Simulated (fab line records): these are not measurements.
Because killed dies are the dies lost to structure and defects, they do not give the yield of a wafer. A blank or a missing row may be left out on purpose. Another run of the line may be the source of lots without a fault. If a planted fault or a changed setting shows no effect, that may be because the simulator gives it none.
3 desks, one fault + flow nand_harc + each desk holds nothing but its own numbers, with what lay behind them at the end

DESK OF THE TOOL OWNER: litho_track-01
The tool's own readings at NHARC_A_M1_PEB_07 (peb time 65 s): means of the sampled wafers that have a number, for each lot that ran on this tool. Marked OUT: a lot whose mean sits more than 4 standard deviations from the usual mean, which makes it out of limits; the brackets give that distance.
Columns: A = chill_plate_temp_C at NHARC_A_M1_PEB_07, usual 22.97 C; B = exhaust_pa at NHARC_A_M1_PEB_07, usual 45.0 Pa; C = heater_power_total_W at NHARC_A_M1_PEB_07, usual 156.6 W
| lot  | first seen here | A     | B    | C               |
|------|-----------------|-------|------|-----------------|
| L207 | day 19 03:34    | 22.91 | 45.1 | 156.7           |
| L208 | day 20 09:32    | 23.00 | 46.5 | 156.7           |
| L213 | day 21 10:25    | 22.95 | 45.7 | 156.7           |
| L214 | day 22 06:04    | 23.02 | 44.9 | 164.3 (+18) OUT |
| L216 | day 22 06:47    | 23.01 | 44.8 | 168.3 (+28) OUT |
This desk finds L214, L216 out of limits, L214 being first, at day 22 06:04 (heater_power_total_W at NHARC_A_M1_PEB_07). L207, L208, L213 stayed within limits.

THE DEFECT DESK
Inspection counts along the route, by lot: the mean over sampled wafers that carry a number. Marked OUT: a lot whose mean sits more than 4 standard deviations from the usual mean, which makes it out of limits; the brackets give that distance.
Columns: A = raw_defect_count at NHARC_A_M1_INSPECT_11, usual 28
| lot  | first seen here | A  |
|------|-----------------|----|
| L202 | day 18 07:09    | 22 |
| L204 | day 18 11:37    | 23 |
| L205 | day 18 15:04    | 30 |
| L206 | day 19 02:59    | 10 |
| L207 | day 19 03:46    | 35 |
| L212 | day 20 05:25    | 42 |
| L208 | day 20 09:44    | 28 |
| L213 | day 21 10:38    | 23 |
| L215 | day 22 04:33    | 13 |
| L214 | day 22 06:17    | 30 |
| L216 | day 22 06:59    | 48 |
| L222 | day 23 03:13    | 41 |
| L223 | day 23 18:58    | 19 |
This desk found nothing out of limits on any of the 13 lots.

METROLOGY DESK
What the gauges read, lot by lot, whatever tool the lot ran on: means of the sampled wafers that have a number. Marked OUT: a lot whose mean sits more than 4 standard deviations from the usual mean, which makes it out of limits; the brackets give that distance.
Columns: A = cd_nm at NHARC_A_M1_CD_MEAS_09, usual 120.6 nm
| lot  | first seen here | A                |
|------|-----------------|------------------|
| L202 | day 18 07:01    | 120.8            |
| L204 | day 18 11:29    | 120.9            |
| L205 | day 18 14:57    | 120.4            |
| L206 | day 19 02:50    | 120.5            |
| L207 | day 19 03:39    | 121.0            |
| L212 | day 20 05:17    | 120.9            |
| L208 | day 20 09:37    | 120.8            |
| L213 | day 21 10:30    | 120.5            |
| L215 | day 22 04:26    | 120.5            |
| L214 | day 22 06:09    | 117.9            |
| L216 | day 22 06:52    | 116.6 (-4.9) OUT |
| L222 | day 23 03:05    | 119.9            |
| L223 | day 23 18:50    | 121.1            |
This desk finds L216 out of limits, L216 being first, at day 22 06:52 (cd_nm at NHARC_A_M1_CD_MEAS_09). L202, L204, L205, L206, L207, L212, L208, L213, L215, L214, L222, L223 stayed within limits.

ALL TOGETHER
At day 22 06:04, on L214, L216, the tool owner's desk was in a position to raise an alarm.
At day 22 06:52 the metrology desk could have sounded an alarm, on L216.
No out-of-limits result turned up at the defect desk.
The defect desk has L214, L216 on record, within its limits.
The metrology desk holds a record of L214, inside its limits.
The lots listed all ran NHARC_A_M1_PEB_07 on litho_track-01.

WHAT THE SIMULATOR HAD PUT IN
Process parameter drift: litho_track-01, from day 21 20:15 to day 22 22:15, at NHARC_A_M1_PEB_07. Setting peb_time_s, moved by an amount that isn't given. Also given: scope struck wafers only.
Struck lots among those shown: L214, L216.
Counting hours from when the fault started, the first reading out of limits came at 10 for the tool owner's desk and at 11 for the metrology desk.
